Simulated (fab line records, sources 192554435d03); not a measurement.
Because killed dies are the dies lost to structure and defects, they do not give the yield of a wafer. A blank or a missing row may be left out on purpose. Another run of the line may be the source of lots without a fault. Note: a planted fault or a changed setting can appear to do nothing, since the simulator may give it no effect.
Chamber matching / flow n5_finfet / ald_sin-03 running N5_MOL_CONTACT_COAG_ALD_123: 4 sister chambers
The step deposits SiNx, target thk 5 nm, pulse time 1 s, purge time 2 s. 14 wafers are shown with their chamber, then 7 later ones without.

## WAFERS PAIRED WITH THEIR CHAMBERS
wafer=L760.1; chamber=3; heater_power_w (W)=843; precursor_pulse_height_rel=1.013
wafer=L760.3; chamber=0; heater_power_w (W)=792; precursor_pulse_height_rel=0.965
wafer=L760.6; chamber=3; heater_power_w (W)=836; precursor_pulse_height_rel=0.976
wafer=L762.3; chamber=2; heater_power_w (W)=790; precursor_pulse_height_rel=1.017
wafer=L762.4; chamber=1; heater_power_w (W)=782; precursor_pulse_height_rel=1.018
wafer=L762.5; chamber=1; heater_power_w (W)=788; precursor_pulse_height_rel=0.986
wafer=L763.2; chamber=3; heater_power_w (W)=860; precursor_pulse_height_rel=0.986
wafer=L763.4; chamber=2; heater_power_w (W)=782; precursor_pulse_height_rel=0.978
wafer=L763.5; chamber=1; heater_power_w (W)=789; precursor_pulse_height_rel=1.010
wafer=L765.3; chamber=0; heater_power_w (W)=787; precursor_pulse_height_rel=0.991
wafer=L765.5; chamber=3; heater_power_w (W)=857; precursor_pulse_height_rel=1.026
wafer=L765.6; chamber=2; heater_power_w (W)=788; precursor_pulse_height_rel=0.997
wafer=L775.1; chamber=1; heater_power_w (W)=811; precursor_pulse_height_rel=0.983
wafer=L775.5; chamber=2; heater_power_w (W)=799; precursor_pulse_height_rel=1.011

SIGNATURES (averages over the wafers above)
reading=heater_power_w; chamber 0=789.50; chamber 1=792.50; chamber 2=789.75; chamber 3=849.00; scatter within a chamber=10.2
reading=precursor_pulse_height_rel; chamber 0=0.97800; chamber 1=0.99925; chamber 2=1.00075; chamber 3=1.00025; scatter within a chamber=0.0194
Rule: for each reading, subtract the chamber's mean from the wafer's reading, divide by that reading's scatter and square the result; add these up over the readings and take the root, which gives the wafer's distance from the chamber. If the next closest chamber is less than 2 further off than the closest, the wafer can't be placed; otherwise it belongs to the closest. How the scatter is found: for the shown wafers, subtract from each reading the mean of its chamber, square and add these, divide the total by (wafers less chambers), then take the root.

## WAFERS WHOSE CHAMBER IS MISSING
wafer=L773.2; heater_power_w (W)=800; precursor_pulse_height_rel=1.004
wafer=L773.4; heater_power_w (W)=869; precursor_pulse_height_rel=0.966
wafer=L774.4; heater_power_w (W)=879; precursor_pulse_height_rel=1.007
wafer=L774.5; heater_power_w (W)=797; precursor_pulse_height_rel=1.033
wafer=L774.6; heater_power_w (W)=789; precursor_pulse_height_rel=1.033
wafer=L778.1; heater_power_w (W)=848; precursor_pulse_height_rel=1.021
wafer=L778.3; heater_power_w (W)=793; precursor_pulse_height_rel=1.028

## WHICH CHAMBER EACH WENT THROUGH
wafer=L773.2; from the rows above=can't be placed: 1 or 2 or 0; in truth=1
wafer=L773.4; from the rows above=3; in truth=3
wafer=L774.4; from the rows above=3; in truth=3
wafer=L774.5; from the rows above=can't be placed: 1 or 2 or 0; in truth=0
wafer=L774.6; from the rows above=can't be placed: 2 or 1 or 0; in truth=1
wafer=L778.1; from the rows above=3; in truth=3
wafer=L778.3; from the rows above=can't be placed: 2 or 1 or 0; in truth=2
3 of 7 placed correctly. Cannot be placed on the basis of these rows: 4; the candidates contain the true chamber in 4. Placed wrongly: 0.
